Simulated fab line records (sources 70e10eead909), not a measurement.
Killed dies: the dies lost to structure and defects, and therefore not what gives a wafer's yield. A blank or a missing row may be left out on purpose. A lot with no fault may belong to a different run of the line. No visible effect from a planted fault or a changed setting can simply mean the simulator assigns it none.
fab line records	flow nand-harc
[record] lots = 24	wafers = 72	last-day = 25
route steps=1159 shown A_M0@1005 A_M1@1037
lots that met no fault: taken from a fault-free run of the same line
start-h: hours from the record's opening day to when the first of the lot's shown wafers began	wait-h: hours from the lot's prior step to this one	" identical to the entry in the row above	L1.1+2: several wafers, shown together as one row	- no value, or no start given	* or withheld: withheld	< > ~ a bound
route shown NAME@n: NAME is a module with steps in the file, n the number in the route of the first one	usual: mean/standard deviation of fault-free wafers	same: alike in all rows	chamber/n: place in a boat	sites: the reading at each site	_std_site: how widely they spread, as a standard deviation	_edge_site: outer sites' mean less inner sites'	radius-mm: for every site, how far away it sits from the centre of the wafer	mask NAME#n: copy n	behind: the tool/chamber that last shaped the wafer	hold: why the lot went on hold/how many hours it stayed there/how the hold came to an end	device: the transistor (n, p or np) that didn't switch	end of line: the tests these same wafers got at the end of their route	for a step that has no rows: nothing shown but its recipe	killed: the dies lost at the first sort to structure and to defects; this is not the yield of the wafer	map: a wafer's dies, marking killed ones x, the rest . and places with no die _
set.NAME: the run value of the setting; set.NAME@STEP: its run value at that earlier step	model.NAME: the simulator's own value behind a step, which no gauge read
steps of the route over a sample of lots; a table a step, a row a wafer
services: from which hour (start-h, from the record's first day; less than 0 if before it) a tool's chamber was out of use, for how many hours, and why
[[steps]]
[step NHARC_A_M0_OVL_MEAS_10]
[recipe] pitch-nm = 160
[usual] overlay-x-nm = 0.2/0.73	overlay-y-nm = 0.3/0.74
lot.wafer	tool	chamber	start-h	wait-h	overlay-x-nm	overlay-y-nm
L075.2	overlay-02	-	395.27	-	-0.4	0.8
L075.4	"	-	"	"	0.2	0.3
L075.5	"	-	"	"	-0.2	0.3
L074.2	overlay-01	-	404.19	-	1.2	0.2
L074.4	"	-	"	"	0.8	0.3
L074.5	"	-	"	"	1.1	0.6
L077.1	overlay-01	-	412.83	-	-0.6	1.3
L077.4	"	-	"	"	0.1	0.5
L077.6	"	-	"	"	0.2	0.6
L076.1	overlay-01	-	418.44	-	-0.8	-0.4
L076.2	"	-	"	"	0.2	-0.6
L076.5	"	-	"	"	-0.1	-0.5
L078.1	overlay-01	-	421.93	-	2.0	-1.1
L078.3	"	-	"	"	1.8	-0.5
L078.5	"	-	"	"	1.7	-0.9
L080.3	overlay-01	-	426.51	-	0.9	1.1
L080.4	"	-	"	"	0.2	1.4
L080.5	"	-	"	"	0.5	1.0
L079.4	overlay-02	-	426.78	-	-0.2	1.3
L079.5	"	-	"	"	-0.1	0.9
L079.6	"	-	"	"	-0.3	1.1
L083.1	overlay-02	-	437.91	-	-0.3	-0.4
L083.2	"	-	"	"	-0.6	-0.8
L083.3	"	-	"	"	-0.6	-0.7
L082.2	overlay-02	-	444.01	-	1.1	0.8
L082.3	"	-	"	"	0.7	1.0
L082.5	"	-	"	"	0.3	0.7
L081.2	overlay-01	-	450.33	-	-0.1	-0.8
L081.3	"	-	"	"	-0.3	-2.0
L081.5	"	-	"	"	-0.5	-1.2
L085.1	overlay-01	-	451.99	-	-0.7	0.3
L085.2	"	-	"	"	-0.5	0.2
L085.6	"	-	"	"	-0.4	0.3
L084.1	overlay-01	-	454.05	-	0.0	1.7
L084.2	"	-	"	"	0.0	1.0
L084.3	"	-	"	"	0.3	0.9
L088.1	overlay-01	-	461.67	-	0.2	0.3
L088.2	"	-	"	"	-0.5	0.6
L088.4	"	-	"	"	-0.1	-0.4
L087.3	overlay-02	-	465.94	-	-1.2	0.5
L087.4	"	-	"	"	-0.8	0.6
L087.5	"	-	"	"	-1.5	0.6
L090.2	overlay-02	-	478.76	-	-0.5	-0.5
L090.3	"	-	"	"	-0.1	-0.5
L090.4	"	-	"	"	-1.2	0.0
L086.1	overlay-02	-	480.32	-	0.9	-0.8
L086.3	"	-	"	"	0.6	-0.8
L086.6	"	-	"	"	0.3	-0.5
L089.1	overlay-01	-	482.10	-	0.6	1.4
L089.2	"	-	"	"	1.0	1.6
L089.5	"	-	"	"	1.5	1.7
L091.1	overlay-01	-	504.45	-	-0.5	0.5
L091.2	"	-	"	"	-0.3	0.3
L091.6	"	-	"	"	-0.6	0.3
L092.1	overlay-02	-	505.47	-	-0.4	1.1
L092.3	"	-	"	"	0.0	1.0
L092.5	"	-	"	"	-0.1	0.9
L093.3	overlay-02	-	505.93	-	0.1	0.8
L093.5	"	-	"	"	1.0	0.5
L093.6	"	-	"	"	0.6	0.4
L096.1	overlay-01	-	530.15	-	2.0	-0.3
L096.3	"	-	"	"	1.7	-0.1
L096.4	"	-	"	"	1.5	0.6
L094.2	overlay-02	-	534.80	-	0.7	0.9
L094.3	"	-	"	"	1.1	0.8
L094.4	"	-	"	"	0.9	0.8
L095.2	overlay-02	-	535.38	-	0.4	0.2
L095.4	"	-	"	"	0.4	0.6
L095.5	"	-	"	"	0.5	0.8
L097.3	overlay-02	-	541.96	-	-0.6	0.1
L097.4	"	-	"	"	0.4	0.3
L097.6	"	-	"	"	0.6	-0.1
[step NHARC_A_M0_PRE_CLEAN_29]
[recipe] time-s = 30	temp-c = 280	gas = H2/He
[usual] heater-power-w = 393/26
lot.wafer	tool	chamber	start-h	wait-h	heater-power-w
L075.4	pvd-sputter-03	-	-	-	425
L075.2	"	-	"	"	381
L075.5	"	-	"	"	428
L074.4	pvd-sputter-01	-	-	-	440
L074.2	"	-	"	"	366
L074.5	"	-	"	"	411
L077.4	pvd-sputter-02	-	-	-	387
L077.1	"	-	"	"	405
L077.6	"	-	"	"	379
L076.1	pvd-sputter-01	-	-	-	374
L076.2	"	-	"	"	414
L076.5	"	-	"	"	383
L078.3	pvd-sputter-01	-	-	-	371
L078.1	"	-	"	"	435
L078.5	"	-	"	"	364
L080.4	pvd-sputter-03	-	-	-	330
L080.3	"	-	"	"	382
L080.5	"	-	"	"	333
L079.4	pvd-sputter-01	-	-	-	415
L079.6	"	-	"	"	375
L079.5	"	-	"	"	381
L083.2	pvd-sputter-01	-	-	-	438
L083.3	"	-	"	"	368
L083.1	"	-	"	"	407
L082.2	pvd-sputter-03	-	-	-	435
L082.3	"	-	"	"	334
L082.5	"	-	"	"	332
L081.3	pvd-sputter-02	-	-	-	400
L081.2	"	-	"	"	377
L081.5	"	-	"	"	384
L085.1	pvd-sputter-03	-	-	-	331
L085.2	"	-	"	"	434
L085.6	"	-	"	"	384
L084.3	pvd-sputter-02	-	-	-	369
L084.1	"	-	"	"	396
L084.2	"	-	"	"	380
L088.1	pvd-sputter-02	-	-	-	384
L088.4	"	-	"	"	414
L088.2	"	-	"	"	388
L087.4	pvd-sputter-02	-	-	-	386
L087.3	"	-	"	"	387
L087.5	"	-	"	"	386
L090.4	pvd-sputter-02	-	-	-	392
L090.2	"	-	"	"	385
L090.3	"	-	"	"	414
L086.1	pvd-sputter-01	-	-	-	431
L086.3	"	-	"	"	377
L086.6	"	-	"	"	380
L089.2	pvd-sputter-02	-	-	-	420
L089.1	"	-	"	"	381
L089.5	"	-	"	"	392
L091.1	pvd-sputter-01	-	-	-	368
L091.2	"	-	"	"	432
L091.6	"	-	"	"	364
L092.3	pvd-sputter-02	-	-	-	393
L092.1	"	-	"	"	382
L092.5	"	-	"	"	396
L093.3	pvd-sputter-03	-	-	-	379
L093.5	"	-	"	"	371
L093.6	"	-	"	"	405
L096.3	pvd-sputter-02	-	-	-	383
L096.4	"	-	"	"	386
L096.1	"	-	"	"	403
L094.2	pvd-sputter-02	-	-	-	387
L094.3	"	-	"	"	385
L094.4	"	-	"	"	420
L095.4	pvd-sputter-01	-	-	-	376
L095.2	"	-	"	"	374
L095.5	"	-	"	"	392
L097.3	pvd-sputter-03	-	-	-	417
L097.4	"	-	"	"	357
L097.6	"	-	"	"	398
[step NHARC_A_M1_OVL_MEAS_10]
[recipe] pitch-nm = 240
[usual] overlay-x-nm = 0.0/0.64	overlay-y-nm = -0.4/0.83
lot.wafer	tool	chamber	start-h	wait-h	overlay-x-nm	overlay-y-nm
L075.2	overlay-01	-	399.39	-	0.4	0.4
L075.4	"	-	"	"	0.2	0.3
L075.5	"	-	"	"	0.5	-0.1
L074.2	overlay-02	-	408.58	-	-0.1	-0.2
L074.4	"	-	"	"	0.0	-0.6
L074.5	"	-	"	"	-0.2	-0.1
L077.1	overlay-01	-	416.76	-	0.3	-0.9
L077.4	"	-	"	"	0.0	-1.0
L077.6	"	-	"	"	0.0	-1.5
L076.1	overlay-01	-	422.82	-	-0.2	1.3
L076.2	"	-	"	"	-0.5	1.5
L076.5	"	-	"	"	-0.9	1.6
L078.1	overlay-02	-	425.98	-	0.0	-0.5
L078.3	"	-	"	"	-0.5	-0.6
L078.5	"	-	"	"	0.1	-0.9
L080.3	overlay-02	-	430.72	-	0.5	0.7
L080.4	"	-	"	"	0.1	1.1
L080.5	"	-	"	"	0.3	0.5
L079.4	overlay-02	-	430.97	-	0.1	-0.8
L079.5	"	-	"	"	1.2	-0.8
L079.6	"	-	"	"	0.6	-0.7
L083.1	overlay-01	-	442.11	-	-0.7	-0.9
L083.2	"	-	"	"	-0.2	-0.7
L083.3	"	-	"	"	-0.3	-0.5
L082.2	overlay-01	-	448.06	-	0.3	-0.2
L082.3	"	-	"	"	0.2	0.0
L082.5	"	-	"	"	-0.4	0.0
L081.2	overlay-02	-	454.58	-	0.3	-1.3
L081.3	"	-	"	"	0.4	-1.9
L081.5	"	-	"	"	0.3	-1.2
L085.1	overlay-01	-	456.08	-	-0.1	-0.2
L085.2	"	-	"	"	-0.2	-0.2
L085.6	"	-	"	"	0.0	0.4
L084.1	overlay-02	-	458.39	-	0.1	-0.9
L084.2	"	-	"	"	0.0	-1.0
L084.3	"	-	"	"	0.0	-0.8
L088.1	overlay-02	-	465.78	-	-0.4	0.6
L088.2	"	-	"	"	-0.3	0.8
L088.4	"	-	"	"	0.3	0.8
L087.3	overlay-02	-	470.05	-	0.1	-0.4
L087.4	"	-	"	"	-0.3	-1.2
L087.5	"	-	"	"	0.2	-1.0
L090.2	overlay-02	-	482.86	-	0.4	-1.9
L090.3	"	-	"	"	0.7	-2.1
L090.4	"	-	"	"	0.3	-1.6
L086.1	overlay-02	-	484.40	-	-0.8	-0.1
L086.3	"	-	"	"	-0.7	0.0
L086.6	"	-	"	"	-0.5	0.2
L089.1	overlay-02	-	486.31	-	-0.8	-0.7
L089.2	"	-	"	"	-1.2	-0.8
L089.5	"	-	"	"	-0.7	-1.2
L091.1	overlay-02	-	508.52	-	0.5	0.5
L091.2	"	-	"	"	0.6	1.0
L091.6	"	-	"	"	0.7	0.6
L092.1	overlay-01	-	509.60	-	-0.8	-0.5
L092.3	"	-	"	"	-1.0	0.1
L092.5	"	-	"	"	-1.0	0.4
L093.3	overlay-01	-	510.32	-	-0.9	-1.2
L093.5	"	-	"	"	-0.9	-0.8
L093.6	"	-	"	"	-0.9	-1.5
L096.1	overlay-02	-	534.29	-	0.5	-0.4
L096.3	"	-	"	"	0.7	-0.4
L096.4	"	-	"	"	0.3	-0.5
L094.2	overlay-01	-	539.03	-	-0.4	-0.8
L094.3	"	-	"	"	-0.8	-1.2
L094.4	"	-	"	"	-0.4	-1.3
L095.2	overlay-02	-	539.48	-	1.2	-0.7
L095.4	"	-	"	"	0.8	-0.7
L095.5	"	-	"	"	1.3	0.0
L097.3	overlay-02	-	546.30	-	0.1	0.4
L097.4	"	-	"	"	0.5	0.4
L097.6	"	-	"	"	-0.4	0.2
[step NHARC_A_M1_DESCUM_14]
[recipe] time-s = 3	o2-flow-sccm = 200	ar-flow-sccm = 0	bias-power-w = 0	chemistry = O2
[usual] drypump-motor-current-A = 5.8/0.42	oes-product-au = 1.000/0.016	rf-vpp-V = 57.9/0.83	showerhead-plenum-p-Torr = 1.92/0.057	throttle-valve-pct = 11.311/0.009
[same] bias-power-w = 0
lot.wafer	tool	chamber	start-h	wait-h	drypump-motor-current-A	oes-product-au	rf-hours-counter-h	rf-vpp-V	showerhead-plenum-p-Torr	throttle-valve-pct
L075.2	rie-diel-07	2	399.49	0.1	5.8	1.021	5	57.4	1.90	11.301
L075.4	"	2	"	"	5.8	1.029	-	58.3	1.90	11.334
L075.5	"	3	"	"	6.5	1.012	-	57.5	2.00	11.323
L074.4	rie-diel-04	3	408.70	0.1	5.3	1.006	8	57.0	1.84	11.326
L074.2	"	0	"	"	5.7	0.991	8	58.9	1.96	11.309
L074.5	"	1	"	"	5.6	1.023	-	55.8	1.82	11.309
L077.1	rie-diel-04	0	416.88	0.1	5.7	0.967	9	57.3	1.96	11.321
L077.4	"	0	"	"	5.7	0.980	-	58.3	1.96	11.307
L077.6	"	2	"	"	5.9	0.995	-	58.3	2.00	11.292
L076.2	rie-diel-07	0	422.92	0.1	5.2	0.968	0	56.2	1.89	11.306
L076.1	"	2	"	"	5.8	1.006	0	58.4	1.90	11.306
L076.5	"	0	"	"	5.2	0.985	-	57.7	1.89	11.318
L078.3	rie-diel-04	2	426.08	0.1	5.9	0.999	9	58.8	2.00	11.315
L078.1	"	1	"	"	5.6	1.019	9	57.3	1.82	11.303
L078.5	"	1	"	"	5.6	1.023	-	58.1	1.82	11.303
L080.4	rie-diel-07	1	430.81	0.1	6.3	1.002	0	57.2	1.91	11.313
L080.3	"	0	"	"	5.2	0.969	0	59.1	1.89	11.316
L080.5	"	2	"	"	5.8	1.010	-	59.1	1.90	11.311
L079.5	rie-diel-04	2	431.10	0.1	5.9	0.993	-	59.2	2.00	11.296
L079.4	"	0	"	"	5.7	0.979	-	58.3	1.96	11.295
L079.6	"	1	"	"	5.6	1.013	-	57.7	1.82	11.333
L083.2	rie-diel-07	0	442.21	0.1	5.2	0.961	1	55.9	1.89	11.329
L083.3	"	1	"	"	6.4	1.006	1	57.4	1.91	11.308
L083.1	"	3	"	"	6.5	1.005	1	57.3	2.00	11.321
L082.2	rie-diel-04	0	448.16	0.1	5.7	0.986	11	57.3	1.96	11.309
L082.3	"	1	"	"	5.6	1.020	11	58.3	1.82	11.317
L082.5	"	0	"	"	5.7	0.982	-	58.0	1.96	11.309
L081.2	rie-diel-02	0	454.68	0.1	6.3	1.003	7	58.9	1.92	11.319
L081.3	"	3	"	"	5.6	1.015	7	58.3	1.93	11.311
L081.5	"	0	"	"	6.3	1.008	-	58.1	1.92	11.284
L085.2	rie-diel-04	0	456.17	0.1	5.7	0.982	11	58.8	1.96	11.323
L085.1	"	1	"	"	5.6	1.022	11	57.2	1.82	11.310
L085.6	"	0	"	"	5.7	0.981	-	57.6	1.96	11.300
L084.3	rie-diel-02	3	458.49	0.1	5.6	1.014	8	58.1	1.93	11.314
L084.1	"	0	"	"	6.3	1.012	8	57.6	1.92	11.312
L084.2	"	2	"	"	4.9	1.010	8	58.9	2.00	11.309
L088.4	rie-diel-04	0	465.89	0.1	5.7	0.987	12	58.5	1.95	11.309
L088.2	"	1	"	"	5.6	1.026	11	58.3	1.82	11.315
L088.1	"	2	"	"	5.8	1.007	11	57.6	2.00	11.320
L087.3	rie-diel-07	1	470.15	0.1	6.3	0.999	1	58.1	1.91	11.304
L087.4	"	0	"	"	5.2	0.973	1	57.5	1.89	11.312
L087.5	"	1	"	"	6.3	0.994	-	58.4	1.91	11.301
L090.2	rie-diel-02	3	482.96	0.1	5.6	1.028	9	57.7	1.93	11.319
L090.3	"	0	"	"	6.2	1.019	10	58.3	1.92	11.315
L090.4	"	2	"	"	4.8	1.012	10	57.6	2.00	11.328
L086.1	rie-diel-07	3	484.49	0.1	6.5	0.986	1	57.3	2.00	11.321
L086.3	"	1	"	"	6.3	1.009	2	58.1	1.91	11.311
L086.6	"	3	"	"	6.5	0.998	-	59.2	2.00	11.308
L089.1	rie-diel-02	2	486.41	0.1	4.9	1.012	10	57.6	2.00	11.318
L089.2	"	3	"	"	5.6	1.017	9	58.4	1.93	11.330
L089.5	"	1	"	"	6.0	0.993	-	57.9	1.92	11.291
L091.1	rie-diel-04	0	508.62	0.1	5.7	0.997	3	59.4	1.95	11.302
L091.2	"	2	"	"	5.9	0.994	3	58.0	2.00	11.312
L091.6	"	3	"	"	5.3	0.993	-	56.3	1.84	11.315
L092.1	rie-diel-07	2	509.69	0.1	5.8	1.013	2	58.2	1.90	11.322
L092.3	"	1	"	"	6.3	0.985	2	58.4	1.91	11.305
L092.5	"	2	"	"	5.8	1.007	-	57.6	1.90	11.309
L093.3	rie-diel-04	1	510.43	0.1	5.5	1.018	3	58.0	1.82	11.312
L093.5	"	0	"	"	5.7	1.001	-	58.9	1.95	11.324
L093.6	"	1	"	"	5.5	1.021	-	57.7	1.82	11.310
L096.4	rie-diel-04	0	534.39	0.1	5.7	0.992	4	57.0	1.95	11.315
L096.3	"	1	"	"	5.5	1.018	4	58.8	1.82	11.309
L096.1	"	2	"	"	5.9	0.993	4	56.6	2.00	11.303
L094.4	rie-diel-02	1	539.12	0.1	6.0	1.009	2	57.2	1.92	11.308
L094.3	"	2	"	"	4.8	1.021	2	57.7	2.00	11.317
L094.2	"	0	"	"	6.3	0.991	2	56.6	1.92	11.311
L095.4	rie-diel-02	1	539.59	0.1	6.0	1.002	2	56.4	1.92	11.314
L095.2	"	3	"	"	5.6	1.038	2	57.8	1.93	11.301
L095.5	"	0	"	"	6.2	0.998	-	57.4	1.92	11.312
L097.4	rie-diel-07	1	546.40	0.1	6.4	0.983	3	58.4	1.91	11.302
L097.3	"	3	"	"	6.5	0.990	3	57.3	2.00	11.314
L097.6	"	0	"	"	5.2	0.978	-	56.8	1.89	11.312
[step NHARC_A_M1_PRE_CLEAN_30]
[recipe] time-s = 30	temp-c = 280	gas = H2/He
[usual] heater-power-w = 396/27
lot.wafer	tool	chamber	start-h	wait-h	heater-power-w
L075.2	pvd-sputter-01	-	-	-	413
L075.4	"	-	"	"	376
L075.5	"	-	"	"	379
L074.4	pvd-sputter-02	-	-	-	386
L074.2	"	-	"	"	391
L074.5	"	-	"	"	382
L077.1	pvd-sputter-02	-	-	-	424
L077.4	"	-	"	"	395
L077.6	"	-	"	"	429
L076.1	pvd-sputter-01	-	-	-	382
L076.2	"	-	"	"	423
L076.5	"	-	"	"	372
L078.1	pvd-sputter-01	-	-	-	375
L078.3	"	-	"	"	440
L078.5	"	-	"	"	372
L080.3	pvd-sputter-03	-	-	-	384
L080.4	"	-	"	"	433
L080.5	"	-	"	"	372
L079.4	pvd-sputter-01	-	-	-	440
L079.5	"	-	"	"	429
L079.6	"	-	"	"	428
L083.1	pvd-sputter-02	-	-	-	420
L083.2	"	-	"	"	403
L083.3	"	-	"	"	390
L082.2	pvd-sputter-03	-	-	-	331
L082.3	"	-	"	"	390
L082.5	"	-	"	"	425
L081.3	pvd-sputter-03	-	-	-	381
L081.2	"	-	"	"	394
L081.5	"	-	"	"	339
L085.1	pvd-sputter-03	-	-	-	336
L085.2	"	-	"	"	429
L085.6	"	-	"	"	383
L084.2	pvd-sputter-02	-	-	-	423
L084.1	"	-	"	"	397
L084.3	"	-	"	"	383
L088.4	pvd-sputter-01	-	-	-	418
L088.1	"	-	"	"	438
L088.2	"	-	"	"	377
L087.4	pvd-sputter-02	-	-	-	391
L087.3	"	-	"	"	423
L087.5	"	-	"	"	387
L090.4	pvd-sputter-03	-	-	-	429
L090.2	"	-	"	"	360
L090.3	"	-	"	"	398
L086.1	pvd-sputter-01	-	-	-	377
L086.3	"	-	"	"	416
L086.6	"	-	"	"	372
L089.1	pvd-sputter-02	-	-	-	408
L089.2	"	-	"	"	374
L089.5	"	-	"	"	398
L091.1	pvd-sputter-03	-	-	-	438
L091.2	"	-	"	"	393
L091.6	"	-	"	"	364
L092.3	pvd-sputter-02	-	-	-	387
L092.1	"	-	"	"	394
L092.5	"	-	"	"	388
L093.3	pvd-sputter-01	-	-	-	379
L093.5	"	-	"	"	451
L093.6	"	-	"	"	375
L096.1	pvd-sputter-02	-	-	-	385
L096.3	"	-	"	"	395
L096.4	"	-	"	"	399
L094.2	pvd-sputter-01	-	-	-	416
L094.4	"	-	"	"	433
L094.3	"	-	"	"	374
L095.4	pvd-sputter-02	-	-	-	423
L095.2	"	-	"	"	408
L095.5	"	-	"	"	382
L097.4	pvd-sputter-01	-	-	-	390
L097.3	"	-	"	"	375
L097.6	"	-	"	"	406
[step NHARC_A_M1_CMP_23]
[recipe] t-overpolish-s = 20	target-thk-nm = 154.34
[usual] motor-current-A = 11.9/1.5	slurry-filter-dp-kPa = 13.50/0.13	time-to-endpoint-s = 30/4.2
lot.wafer	tool	chamber	start-h	wait-h	motor-current-A	slurry-filter-dp-kPa	time-to-endpoint-s
L075.4	cmp-01	3	401.64	-	12.1	13.68	36
L075.2	"	2	"	"	14.3	13.56	34
L075.5	"	3	"	"	11.0	13.48	37
L074.2	cmp-01	1	410.86	-	10.4	13.18	30
L074.4	"	3	"	"	11.8	13.35	34
L074.5	"	2	"	"	14.6	13.33	34
L077.4	cmp-01	1	419.32	-	10.4	13.40	31
L077.1	"	3	"	"	11.4	13.38	37
L077.6	"	1	"	"	10.5	13.57	27
L076.1	cmp-04	0	425.16	-	11.9	13.36	26
L076.2	"	1	"	"	11.2	13.46	28
L076.5	"	2	"	"	10.9	13.59	34
L078.1	cmp-01	0	428.36	-	14.1	13.46	30
L078.3	"	1	"	"	10.6	13.64	28
L078.5	"	3	"	"	11.5	13.51	36
L080.3	cmp-04	2	432.91	-	10.3	13.41	30
L080.4	"	0	"	"	12.5	13.56	20
L080.5	"	3	"	"	10.5	13.59	26
L079.4	cmp-01	3	433.62	-	10.8	13.52	37
L079.6	"	1	"	"	10.7	13.59	29
L079.5	"	2	"	"	14.5	13.39	33
L083.3	cmp-03	0	444.36	-	12.6	13.43	28
L083.1	"	2	"	"	11.1	13.76	27
L083.2	"	3	"	"	10.9	13.76	26
L082.3	cmp-04	0	450.43	-	12.0	13.42	22
L082.2	"	2	"	"	10.1	13.31	31
L082.5	"	0	"	"	12.3	13.57	21
L081.2	cmp-01	3	456.80	-	11.4	13.54	35
L081.3	"	0	"	"	13.8	13.64	28
L081.5	"	3	"	"	12.0	13.35	32
L085.2	cmp-03	0	458.27	-	12.7	13.52	30
L085.1	"	1	"	"	11.1	13.59	33
L085.6	"	1	"	"	12.6	13.63	35
L084.1	cmp-04	1	461.03	-	11.1	13.48	24
L084.3	"	2	"	"	10.3	13.65	30
L084.2	"	3	"	"	10.7	13.41	27
L088.1	cmp-03	0	467.97	-	13.1	13.44	28
L088.2	"	1	"	"	11.3	13.46	31
L088.4	"	3	"	"	10.8	13.49	21
L087.3	cmp-03	3	472.29	-	10.5	13.72	26
L087.4	"	1	"	"	12.1	13.35	35
L087.5	"	2	"	"	11.0	13.42	28
L090.2	cmp-03	2	485.09	-	11.1	13.62	24
L090.3	"	3	"	"	10.4	13.36	22
L090.4	"	1	"	"	10.7	13.30	30
L086.3	cmp-01	2	486.63	-	15.3	13.64	34
L086.1	"	0	"	"	14.6	13.72	30
L086.6	"	2	"	"	14.6	13.47	35
L089.2	cmp-01	3	488.56	-	11.4	13.48	37
L089.1	"	2	"	"	15.0	13.59	35
L089.5	"	3	"	"	11.3	13.54	39
L091.2	cmp-01	1	510.74	-	10.3	13.25	30
L091.1	"	3	"	"	11.1	13.49	36
L091.6	"	1	"	"	10.2	13.65	31
L092.1	cmp-01	0	512.04	-	13.9	13.57	31
L092.3	"	3	"	"	11.1	13.59	38
L092.5	"	0	"	"	13.1	13.63	28
L093.3	cmp-04	0	512.52	-	11.4	13.74	23
L093.6	"	0	"	"	11.9	13.53	26
L093.5	"	1	"	"	11.3	13.57	27
L096.4	cmp-01	0	536.50	-	13.4	13.31	27
L096.1	"	2	"	"	15.1	13.33	31
L096.3	"	3	"	"	12.0	13.51	35
L094.2	cmp-04	3	541.40	-	11.0	13.44	31
L094.3	"	0	"	"	12.4	13.38	27
L094.4	"	1	"	"	11.0	13.70	29
L095.2	cmp-04	3	542.00	-	10.5	13.63	30
L095.4	"	1	"	"	10.8	13.45	31
L095.5	"	0	"	"	11.9	13.38	26
L097.3	cmp-01	0	548.49	-	14.6	13.49	29
L097.4	"	1	"	"	9.9	13.54	28
L097.6	"	0	"	"	13.8	13.36	29
[[services]]
tool	chamber	start-h	hours	kind
cmp-01	-	375.66	4.0	pm
cmp-01	-	389.09	2.3	repair
pvd-sputter-02	-	392.00	10.0	pm
rie-diel-02	3	398.72	3.2	repair
rie-diel-07	1	398.75	5.6	repair
cmp-04	-	399.21	4.0	pm
cmp-01	-	404.48	0.6	repair
rie-diel-07	-	405.20	9.0	pm
rie-diel-04	1	411.87	9.4	repair
rie-diel-02	2	413.32	14.5	repair
rie-diel-04	3	414.71	23.2	repair
pvd-sputter-03	-	421.89	1.1	repair
rie-diel-04	-	466.21	9.0	pm
pvd-sputter-03	-	466.54	10.0	pm
cmp-01	-	473.66	4.0	pm
pvd-sputter-01	-	477.52	1.4	repair
cmp-04	-	491.35	2.7	repair
rie-diel-07	0	495.00	1.4	repair
cmp-04	-	497.21	4.0	pm
rie-diel-02	3	498.83	7.5	repair
cmp-01	-	504.34	1.4	repair
pvd-sputter-01	-	514.00	10.0	pm
cmp-04	-	524.54	0.5	repair
rie-diel-04	-	535.08	0.2	repair
[[key]]
fault none
